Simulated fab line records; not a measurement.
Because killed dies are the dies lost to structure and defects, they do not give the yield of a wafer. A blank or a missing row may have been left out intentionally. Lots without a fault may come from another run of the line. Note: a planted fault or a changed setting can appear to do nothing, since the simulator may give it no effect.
Matching of chambers | flow nandHarc | rieDiel-05 running NHARC_P_BONDPAD_ACTIVATE_29: 3 sister chambers
The step chemistry N2, time 60 s. 6 wafers are shown with their chamber, then 7 later ones without.

WAFERS, EACH WITH ITS CHAMBER
wafer  | chamber | drypumpMotorCurrentA (A) | oesProductAu (a.u.)
L082.3 | 2       | 5.89                     | 1.010
L082.5 | 1       | 5.87                     | 0.988
L084.6 | 1       | 5.82                     | 1.000
L085.5 | 2       | 5.86                     | 1.012
L085.6 | 3       | 5.37                     | 1.003
L089.2 | 3       | 5.38                     | 1.002

WAFERS WITH NO CHAMBER GIVEN
wafer  | drypumpMotorCurrentA (A) | oesProductAu (a.u.)
L089.3 | 5.86                     | 0.998
L089.5 | 5.85                     | 0.995
L090.2 | 5.89                     | 1.013
L090.3 | 5.34                     | 1.002
L090.4 | 5.83                     | 0.992
L097.3 | 5.90                     | 0.994
L097.5 | 5.92                     | 0.988

WHICH CHAMBER EACH ONE RAN IN
wafer  | from the rows above     | in truth
L089.3 | can't be placed: 1 or 2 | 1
L089.5 | 1                       | 1
L090.2 | 2                       | 2
L090.3 | 3                       | 3
L090.4 | 1                       | 1
L097.3 | can't be placed: 1 or 2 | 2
L097.5 | can't be placed: 1 or 2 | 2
Correct placement for 4 of the 7. These rows do not allow placing 3 (true chamber among the candidates in 3). 0 placed wrongly.
How it was worked out, from the rows above alone: a wafer's distance from a chamber is the root of the sum, over the readings, of the square of ((its reading less the chamber's mean) divided by the reading's scatter). If the next closest chamber is less than 2 further off than the closest, the wafer can't be placed; otherwise it belongs to the closest. The mean given for a chamber averages the wafers shown for that chamber. How the scatter is found: for the shown wafers, subtract from each reading the mean of its chamber, square and add these, divide the total by (wafers less chambers), then take the root.
